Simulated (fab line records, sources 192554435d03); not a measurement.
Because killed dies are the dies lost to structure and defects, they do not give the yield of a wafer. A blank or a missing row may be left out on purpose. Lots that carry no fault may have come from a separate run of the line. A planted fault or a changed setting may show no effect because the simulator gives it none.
A struck lot beside a sound one ; flow n5-finfet ; 16 steps out of a route of 1938
Sound: wafers L263.1, L263.3, L263.4. Wafers struck: L272.3, L272.5, L272.6. Last of all comes the cause.
Each step with rows lists, per side, the tool, then ch with its chambers, then its first start. Under that, the readings that differ: sound wafers ; struck wafers ; difference of the means ; sigmas: that difference in standard deviations of wafers without a fault.
alike: readings whose means differ by less than 2 such deviations, and words and numbers that are the same on both sides. not compared: withheld readings, readings that some wafer has no value for, bounds like >300 that may hide the same value, and numbers for which the record gives no deviation and whose values overlap.
The two part at a step that has a row with sigmas, a row that says differs or no value, or rows on one side only. Numbers that have no deviation but don't overlap get no sigmas and don't part them. A reading that every wafer of one side lacks parts them only if that side has two wafers or more.

N5_BEOL_M2_SPUTTER_48: material Cu, target thk 4.5 nm, time 8.29 s.
  sound on pvd-sputter-03 at day 6 19:15; struck on pvd-sputter-02 at day 9 01:39
  alike: chamber-pressure-pa, chuck-gas-flow-sccm, throttle-valve-pct
then, 2 steps without rows for these wafers: N5_BEOL_M2_ANNEAL_49 (time 240 s); N5_BEOL_M2_SPUTTER_79 (material Cu, target thk 4.5 nm, time 8.29 s).
N5_BEOL_M2_ANNEAL_80: time 240 s.
  sound on pvd-sputter-03 at day 6 19:33; struck on pvd-sputter-02 at day 9 01:57
  alike: heater-power-w
then, 2 steps without rows for these wafers: N5_BEOL_M2_SPUTTER_81 (material Cu, target thk 4.5 nm, time 8.29 s); N5_BEOL_M2_ANNEAL_82 (time 240 s).
N5_BEOL_M2_SPUTTER_86: material Cu, target thk 4.5 nm, time 8.29 s.
  sound on pvd-sputter-03 at day 6 19:55; struck on pvd-sputter-02 at day 9 02:19
  alike: chamber-pressure-pa, chuck-gas-flow-sccm, throttle-valve-pct
then, 2 steps without rows for these wafers: N5_BEOL_M2_ANNEAL_87 (time 240 s); N5_BEOL_M2_SPUTTER_88 (material Cu, target thk 4.5 nm, time 8.29 s).
N5_BEOL_M2_ANNEAL_89: time 240 s.
  sound on pvd-sputter-03 at day 6 20:13; struck on pvd-sputter-02 at day 9 02:37
  alike: heater-power-w
then, 1 step without rows for these wafers: N5_BEOL_M2_SPUTTER_90 (material Cu, target thk 4.5 nm, time 8.29 s).
N5_BEOL_M2_ANNEAL_91: time 240 s.
  sound on pvd-sputter-03 at day 6 20:26; struck on pvd-sputter-02 at day 9 02:50
  alike: heater-power-w
N5_BEOL_M2_SPUTTER_92: material Cu, target thk 4.5 nm, time 8.29 s.
  sound on pvd-sputter-03 at day 6 20:34; struck on pvd-sputter-02 at day 9 02:58
  no value came back on the struck wafers for chamber-pressure-pa (Pa), chuck-gas-flow-sccm (sccm), throttle-valve-pct (%); on the sound wafers chamber-pressure-pa (Pa) reads 0.07007 0.07014 0.07003
then, 1 step without rows for these wafers: N5_BEOL_M2_ANNEAL_93 (time 240 s).
N5_BEOL_M4_RC_MEAS_101:
  sound on prober-01 ch 0, day 8 00:06; struck on prober-02 ch 0, day 9 19:34
  alike: DIBL_N, DIBL_P, IOFF_N, IOFF_P, ION_N, ION_P, SS_N, SS_P, VT_N, VT_P
-- the record jumps here: 4 days lie between the struck wafers' starts before and after (it left off in module BEOL_M4 and takes up again in module PASSIVATION, whose first step shown is number 1936 of the route) --
N5_PASSIVATION_PROBE_49:
  sound on prober-02 at day 12 10:52; struck on prober-02 at day 14 03:20
reading;sound;struck;difference;sigmas
killed-short;26 24 27;40 35 50;+16;+2
  alike: defect-limited-yield, killed_at_M0_to_M3, killed_at_M4_up, killed-at-contacts, killed-at-front-end, killed-at-other, killed-dies, killed-on-rim, killed-open, sort_bin_5_function, sort_bin_6_memory, sort_bin_8_speed, sort-n-pass, sort-yield-pct

## WHERE THEY PART
Earliest at N5_BEOL_M2_SPUTTER_92; latest, in this record, at N5_PASSIVATION_PROBE_49.

WHY: whatever the simulator had introduced
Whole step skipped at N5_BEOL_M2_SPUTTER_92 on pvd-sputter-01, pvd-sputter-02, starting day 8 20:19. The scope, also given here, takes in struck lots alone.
